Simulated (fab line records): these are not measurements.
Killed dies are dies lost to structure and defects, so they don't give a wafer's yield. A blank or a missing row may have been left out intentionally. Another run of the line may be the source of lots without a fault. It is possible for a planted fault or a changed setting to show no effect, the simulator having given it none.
Which tool did it?	flow nandHarc	24 lots with 72 wafers sampled at 6 steps, on a route of 1302 steps

## WHAT THE GAUGES READ, wafer by wafer
NHARC_P_M2_INSPECT_27.
lot	measured	on	rawDefectCount
L074	day 6 20:23	defectInspect-01	351 468 690
L075	day 6 23:04	defectInspect-02	235 268 291
L076	day 7 08:55	defectInspect-02	177 405 478
L078	day 8 01:16	defectInspect-02	280 153 248
L077	day 8 01:46	defectInspect-02	196 169 139
L079	day 8 16:47	defectInspect-01	216 462 273
L080	day 9 04:15	defectInspect-01	244 329 291
L081	day 9 12:09	defectInspect-02	548 290 341
L082	day 9 23:25	defectInspect-01	425 503 385
L083	day 10 17:23	defectInspect-02	241 173 146
L084	day 10 23:17	defectInspect-02	244 307 307
L085	day 11 04:46	defectInspect-01	247 247 208
L086	day 11 09:35	defectInspect-02	221 278 267
L087	day 11 18:52	defectInspect-02	542 329 454
L089	day 12 12:35	defectInspect-01	281 319 202
L088	day 12 13:44	defectInspect-01	258 389 435
L090	day 13 08:53	defectInspect-02	234 265 193
L091	day 13 16:02	defectInspect-01	398 476 358
L092	day 14 00:19	defectInspect-02	396 448 580
L093	day 14 09:26	defectInspect-02	361 453 337
L094	day 15 03:23	defectInspect-01	361 254 217
L095	day 15 04:37	defectInspect-02	419 321 358
L096	day 15 14:47	defectInspect-01	156 370 291
L097	day 16 09:52	defectInspect-01	422 233 494

## WHAT TOOL EACH LOT RAN ON (gives the tool, then ch and the chambers of the sampled wafers, and finally the start)
lot	NHARC_P_GATE_ETCH_32	NHARC_P_GATE_ALD_36	NHARC_P_M0_ETCH_15	NHARC_P_M1_DESCUM_14	NHARC_P_M1_STRIP_18
L074	rieSi-04 ch 0,1,2, day 5 09:54	aldSin-02 ch 0,1,2, day 5 11:44	rieDiel-07 ch 0,3, day 6 13:47 or earlier	rieDiel-12 ch 2,3, day 6 13:47	rieDiel-12 ch 0,2,3, day 6 14:10
L075	rieSi-05 ch 0,1,2, day 5 10:30	aldSin-03 ch 0,1,2, day 5 12:38	rieDiel-11 ch 1,2,3, day 6 16:20 or earlier	rieDiel-03 ch 1,2, day 6 16:20	rieDiel-02 ch 0,3, day 6 16:46
L076	rieSi-04 ch 0,2,3, day 5 22:00	aldSin-01 ch 1,2,3, day 6 00:53	rieDiel-07 ch 0,3, day 7 01:44 or earlier	rieDiel-12 ch 0,1, day 7 01:44	rieDiel-02 ch 0,2,3, day 7 02:12
L078	rieSi-04 ch 1,2, day 6 14:10	aldSin-02 ch 0,1,2, day 6 17:04	rieDiel-11 ch 1,2,3, day 7 18:28 or earlier	rieDiel-02 ch 1,2,3, day 7 18:28	rieDiel-12 ch 1,2, day 7 18:49
L077	rieSi-01 ch 1,3, day 6 14:35	aldSin-03 ch 0,1,3, day 6 16:25	rieDiel-11 ch 0,1,2, day 7 18:56 or earlier	rieDiel-02 ch 0,2,3, day 7 18:56	rieDiel-12 ch 0,2, day 7 19:18
L079	rieSi-05 ch 0,2,3, day 7 05:34	aldSin-01 ch 0,2,3, day 7 07:25	rieDiel-07 ch 0,2,3, day 8 09:51 or earlier	rieDiel-03 ch 1,2,3, day 8 09:51	rieDiel-02 ch 1,2,3, day 8 10:15
L080	rieSi-05 ch 0,1,2, day 7 16:59	aldSin-02 ch 1,3, day 7 18:50	rieDiel-07 ch 0,1,3, day 8 21:22 or earlier	rieDiel-02 ch 1,2,3, day 8 21:22	rieDiel-12 ch 1,3, day 8 21:44
L081	rieSi-05 ch 1,2,3, day 8 01:21	aldSin-03 ch 1,2,3, day 8 03:19	rieDiel-04 ch 1,2,3, day 9 05:26 or earlier	rieDiel-12 ch 1,2,3, day 9 05:26	rieDiel-02 ch 0,2,3, day 9 05:49
L082	rieSi-04 ch 0,1,2, day 8 12:20	aldSin-01 ch 1,2, day 8 13:07	rieDiel-11 ch 1,2,3, day 9 16:45 or earlier	rieDiel-12 ch 0,2,3, day 9 16:45	rieDiel-03 ch 0,1,2, day 9 17:11
L083	rieSi-05 ch 0,1, day 9 06:34	aldSin-02 ch 0,2,3, day 9 09:28	rieDiel-04 ch 0,3, day 10 10:36 or earlier	rieDiel-12 ch 0,1, day 10 10:36	rieDiel-12 ch 0,1,2, day 10 11:04
L084	rieSi-01 ch 2,3, day 9 12:31	aldSin-03 ch 0,2,3, day 9 15:26	rieDiel-11 ch 0,1,2, day 10 16:34 or earlier	rieDiel-12 ch 0,1,3, day 10 16:34	rieDiel-02 ch 0,1,3, day 10 16:56
L085	rieSi-01 ch 2,3, day 9 17:44	aldSin-01 ch 0,1,2, day 9 20:40	rieDiel-04 ch 0,1,2, day 10 22:03 or earlier	rieDiel-02 ch 0,3, day 10 22:03	rieDiel-02 ch 0,1,3, day 10 22:29
L086	rieSi-01 ch 1,2,3, day 9 22:33	aldSin-02 ch 0,1, day 9 23:19	rieDiel-07 ch 2,3, day 11 02:47 or earlier	rieDiel-12 ch 0,3, day 11 02:47	rieDiel-03 ch 0,2,3, day 11 03:14
L087	rieSi-05 ch 1,2,3, day 10 08:14	aldSin-03 ch 0,1,3, day 10 09:01	rieDiel-04 ch 0,1,3, day 11 12:08 or earlier	rieDiel-02 ch 0,1,2, day 11 12:08	rieDiel-02 ch 1,2,3, day 11 12:31
L089	rieSi-01 ch 0,1,3, day 11 02:02	aldSin-01 ch 0,1,3, day 11 02:47	rieDiel-11 ch 0,2,3, day 12 05:52 or earlier	rieDiel-02 ch 0,1, day 12 05:52	rieDiel-02 ch 0,3, day 12 06:15
L088	rieSi-04 ch 0,3, day 11 02:29	aldSin-02 ch 0,1,2, day 11 03:17	rieDiel-07 ch 0,1, day 12 07:01 or earlier	rieDiel-02 ch 1,2,3, day 12 07:01	rieDiel-02 ch 1,3, day 12 07:23
L090	rieSi-04 ch 0,1,3, day 11 22:39	aldSin-03 ch 1,2,3, day 12 00:29	rieDiel-07 ch 0,2,3, day 13 02:08 or earlier	rieDiel-02 ch 0,2,3, day 13 02:08	rieDiel-02 ch 0,1,2, day 13 02:32
L091	rieSi-01 ch 0,1,2, day 12 05:20	aldSin-01 ch 1,2,3, day 12 06:07	rieDiel-07 ch 0,2,3, day 13 09:12 or earlier	rieDiel-02 ch 1,2,3, day 13 09:12	rieDiel-12 ch 0,1,2, day 13 09:35
L092	rieSi-05 ch 0,3, day 12 12:27	aldSin-02 ch 0,1,3, day 12 15:21	rieDiel-04 ch 0,1,3, day 13 16:05 or earlier	rieDiel-12 ch 2,3, day 13 16:05	rieDiel-02 ch 1,2,3, day 13 16:31
L093	rieSi-05 ch 0,1,2, day 12 23:10	aldSin-03 ch 0,2,3, day 13 00:59	rieDiel-11 ch 0,1,2, day 14 02:47 or earlier	rieDiel-02 ch 1,2,3, day 14 02:47	rieDiel-02 ch 0,3, day 14 03:10
L094	rieSi-04 ch 0,3, day 13 17:20	aldSin-01 ch 1,2,3, day 13 18:07	rieDiel-11 ch 2,3, day 14 20:42 or earlier	rieDiel-02 ch 0,1,3, day 14 20:42	rieDiel-12 ch 0,2, day 14 21:05
L095	rieSi-01 ch 0,1,3, day 13 18:07	aldSin-02 ch 1,2,3, day 13 19:59	rieDiel-07 ch 0,1,3, day 14 21:54 or earlier	rieDiel-02 ch 0,1,3, day 14 21:54	rieDiel-12 ch 0,2,3, day 14 22:18
L096	rieSi-05 ch 1,2,3, day 14 04:29	aldSin-03 ch 0,2,3, day 14 05:17	rieDiel-07 ch 0,2,3, day 15 08:12 or earlier	rieDiel-12 ch 0,2,3, day 15 08:12	rieDiel-12 ch 0,1,3, day 15 08:34
L097	rieSi-01 ch 0,2,3, day 14 22:33	aldSin-02 ch 0,2,3, day 15 02:26	rieDiel-11 ch 0,1,3, day 16 03:16 or earlier	rieDiel-12 ch 1,2, day 16 03:16	rieDiel-02 ch 1,2,3, day 16 03:43
- NHARC_P_GATE_ETCH_32: etches the open film in HBr/Cl2, target depth 150 nm, time 100.1 s.
- NHARC_P_GATE_ALD_36: deposits SiNx, target thk 20 nm, pulse time 60 s, ald cycles 223.
- NHARC_P_M0_ETCH_15: etches the open film in C4F8/Ar, target depth 150 nm, overetch 15 nm, time 82.5 s.
- NHARC_P_M1_DESCUM_14: chemistry O2, time 3 s.
- NHARC_P_M1_STRIP_18: strips in N2/H2.

## WHAT THE TOOLS THEMSELVES READ (means of the sampled wafers that have a number; where no wafer has one, the mark that the record gives instead)
NHARC_P_GATE_ETCH_32.
lot	tool	drypumpMotorCurrentA (A)	oesProductAu (a.u.)	throttleValvePct (%)
L074	rieSi-04	5.9	0.997	26.404
L075	rieSi-05	5.9	1.015	26.408
L076	rieSi-04	5.5	0.990	26.409
L078	rieSi-04	6.2	1.001	26.414
L077	rieSi-01	6.2	0.988	26.411
L079	rieSi-05	5.7	1.018	26.415
L080	rieSi-05	5.9	1.022	26.397
L081	rieSi-05	6.0	1.017	26.409
L082	rieSi-04	6.0	1.008	26.406
L083	rieSi-05	5.8	1.013	26.403
L084	rieSi-01	6.0	1.006	26.409
L085	rieSi-01	6.0	0.994	26.405
L086	rieSi-01	5.8	0.995	26.401
L087	rieSi-05	6.0	1.009	26.403
L089	rieSi-01	5.9	1.007	26.402
L088	rieSi-04	5.1	0.993	26.405
L090	rieSi-04	5.5	0.997	26.404
L091	rieSi-01	5.6	0.998	26.411
L092	rieSi-05	5.5	1.029	26.398
L093	rieSi-05	5.9	1.018	26.407
L094	rieSi-04	5.3	0.992	26.415
L095	rieSi-01	6.0	0.997	26.403
L096	rieSi-05	6.0	1.007	26.398
L097	rieSi-01	5.7	1.001	26.400

NHARC_P_GATE_ALD_36.
lot	tool	heaterPowerOuterW (W)	heaterPowerW (W)	precursorPulseHeightRel
L074	aldSin-02	463	785	0.983
L075	aldSin-03	576	922	1.004
L076	aldSin-01	504	804	0.995
L078	aldSin-02	459	803	1.002
L077	aldSin-03	584	950	0.980
L079	aldSin-01	475	792	1.027
L080	aldSin-02	508	811	0.980
L081	aldSin-03	565	889	0.986
L082	aldSin-01	504	813	1.001
L083	aldSin-02	490	815	0.989
L084	aldSin-03	501	819	0.989
L085	aldSin-01	494	799	1.010
L086	aldSin-02	467	792	0.984
L087	aldSin-03	557	917	1.013
L089	aldSin-01	411	700	0.997
L088	aldSin-02	468	802	0.996
L090	aldSin-03	538	880	0.999
L091	aldSin-01	488	801	0.998
L092	aldSin-02	492	815	0.987
L093	aldSin-03	497	816	1.005
L094	aldSin-01	493	805	1.026
L095	aldSin-02	493	814	1.012
L096	aldSin-03	495	831	1.009
L097	aldSin-02	475	802	0.999

NHARC_P_M0_ETCH_15.
lot	tool	oesProductAu (a.u.)	rfVppV (V)
L074	rieDiel-07	0.952	442.9
L075	rieDiel-11	0.977	440.1
L076	rieDiel-07	0.970	442.1
L078	rieDiel-11	0.946	440.5
L077	rieDiel-11	0.957	438.9
L079	rieDiel-07	0.940	441.8
L080	rieDiel-07	0.962	443.1
L081	rieDiel-04	0.978	441.4
L082	rieDiel-11	0.933	440.1
L083	rieDiel-04	0.944	437.5
L084	rieDiel-11	0.932	438.8
L085	rieDiel-04	0.955	440.5
L086	rieDiel-07	0.962	441.8
L087	rieDiel-04	0.972	439.3
L089	rieDiel-11	0.975	439.9
L088	rieDiel-07	0.965	442.9
L090	rieDiel-07	0.960	442.4
L091	rieDiel-07	0.969	441.2
L092	rieDiel-04	0.917	440.4
L093	rieDiel-11	0.975	438.4
L094	rieDiel-11	0.946	439.6
L095	rieDiel-07	0.938	443.0
L096	rieDiel-07	0.964	441.8
L097	rieDiel-11	0.972	439.4

NHARC_P_M1_DESCUM_14.
lot	tool	drypumpMotorCurrentA (A)	oesProductAu (a.u.)	rfVppV (V)	showerheadPlenumPTorr (Torr)	throttleValvePct (%)
L074	rieDiel-12	5.8	0.986	58.2	1.91	11.315
L075	rieDiel-03	5.8	1.011	57.7	1.82	11.310
L076	rieDiel-12	6.5	0.989	58.0	1.97	11.312
L078	rieDiel-02	5.7	1.008	57.2	1.87	11.309
L077	rieDiel-02	5.9	0.995	58.0	1.88	11.313
L079	rieDiel-03	5.9	1.002	57.6	1.89	11.319
L080	rieDiel-02	5.6	1.009	57.8	1.87	11.315
L081	rieDiel-12	6.0	0.989	58.0	1.95	11.312
L082	rieDiel-12	6.2	0.994	57.7	1.89	11.314
L083	rieDiel-12	6.7	0.990	58.1	1.92	11.306
L084	rieDiel-12	6.4	0.990	57.7	1.93	11.315
L085	rieDiel-02	5.8	1.009	58.2	1.89	11.308
L086	rieDiel-12	6.5	1.000	58.7	1.87	11.308
L087	rieDiel-02	6.1	1.010	58.1	1.84	11.310
L089	rieDiel-02	6.1	1.009	57.8	1.81	11.313
L088	rieDiel-02	5.7	1.011	57.3	1.87	11.307
L090	rieDiel-02	5.9	1.002	57.3	1.88	11.313
L091	rieDiel-02	5.7	0.999	57.6	1.87	11.320
L092	rieDiel-12	5.8	0.987	57.7	1.91	11.318
L093	rieDiel-02	5.7	1.004	57.3	1.87	11.309
L094	rieDiel-02	5.9	0.999	57.6	1.85	11.315
L095	rieDiel-02	5.9	1.016	58.0	1.85	11.311
L096	rieDiel-12	6.2	0.994	56.9	1.89	11.312
L097	rieDiel-12	5.9	0.996	57.7	1.95	11.316

NHARC_P_M1_STRIP_18.
lot	tool	drypumpMotorCurrentA (A)	n2FlowSccm (sccm)	oesProductAu (a.u.)	powerW (W)	rfVppV (V)	showerheadPlenumPTorr (Torr)	throttleValvePct (%)
L074	rieDiel-12	6.2	150.0	0.995	996.9	91.0	2.02	14.163
L075	rieDiel-02	6.1	149.9	0.998	1000.3	90.6	1.99	14.170
L076	rieDiel-02	5.9	150.4	1.005	1000.9	91.0	2.01	14.166
L078	rieDiel-12	6.2	149.9	0.987	999.2	91.5	2.13	14.173
L077	rieDiel-12	6.4	149.9	0.993	1002.5	89.7	2.00	14.166
L079	rieDiel-02	5.7	150.4	1.000	999.7	89.8	1.99	14.171
L080	rieDiel-12	6.1	150.3	0.986	997.3	90.4	2.07	14.166
L081	rieDiel-02	5.9	150.6	1.011	998.3	90.5	2.01	14.173
L082	rieDiel-03	5.7	150.1	1.014	1003.0	90.7	2.04	14.161
L083	rieDiel-12	6.3	149.6	0.998	998.3	91.1	2.06	14.174
L084	rieDiel-02	5.9	149.7	1.016	1001.4	90.3	1.97	14.174
L085	rieDiel-02	5.9	150.1	1.012	999.3	89.9	1.97	14.174
L086	rieDiel-03	6.0	149.6	1.002	998.4	91.1	2.07	14.168
L087	rieDiel-02	5.7	150.2	1.007	1001.4	89.8	1.99	14.169
L089	rieDiel-02	5.8	149.9	0.999	999.6	90.2	2.01	14.172
L088	rieDiel-02	5.8	150.3	1.007	1002.6	90.2	1.95	14.174
L090	rieDiel-02	6.0	149.9	1.008	998.9	91.1	1.96	14.168
L091	rieDiel-12	6.3	150.2	0.997	1000.4	90.5	2.06	14.170
L092	rieDiel-02	5.7	150.0	1.008	998.7	90.9	1.99	14.171
L093	rieDiel-02	6.1	150.1	1.010	1001.7	89.9	1.99	14.162
L094	rieDiel-12	6.1	149.6	1.000	1001.0	90.9	2.02	14.173
L095	rieDiel-12	6.2	150.0	0.989	999.6	90.3	2.01	14.176
L096	rieDiel-12	6.4	149.9	0.989	998.8	90.2	2.05	14.168
L097	rieDiel-02	5.7	149.9	1.008	998.2	89.8	1.99	14.175

## THE ANSWER, worked out from the rows above alone
Rule: usual is defined by the lots themselves. The widest of any qualifying gaps counts: lots, ordered by their means at a reading, are off when they make up no more than a third of the lots, leave a main group of 4 or more, and stand apart from it by 3 or more times the standard deviation of that group's means. If all means in a main group match to the digits the tables above print for the reading, that group is not used. A lot without any number at a reading at which 4 lots or more have one is off too. All remaining lots with rows at the step are treated as sound. After the gauges, taken in route order, come the tools' own readings; for these a lot's mean is taken, as printed above. At the first step where some lot is off, the reading lying furthest off is the one used; lots without a number count as furthest.
Across all readings shown, no lot is off: no conclusion can be drawn from this.

## WHAT WAS PUT IN BY THE SIMULATOR
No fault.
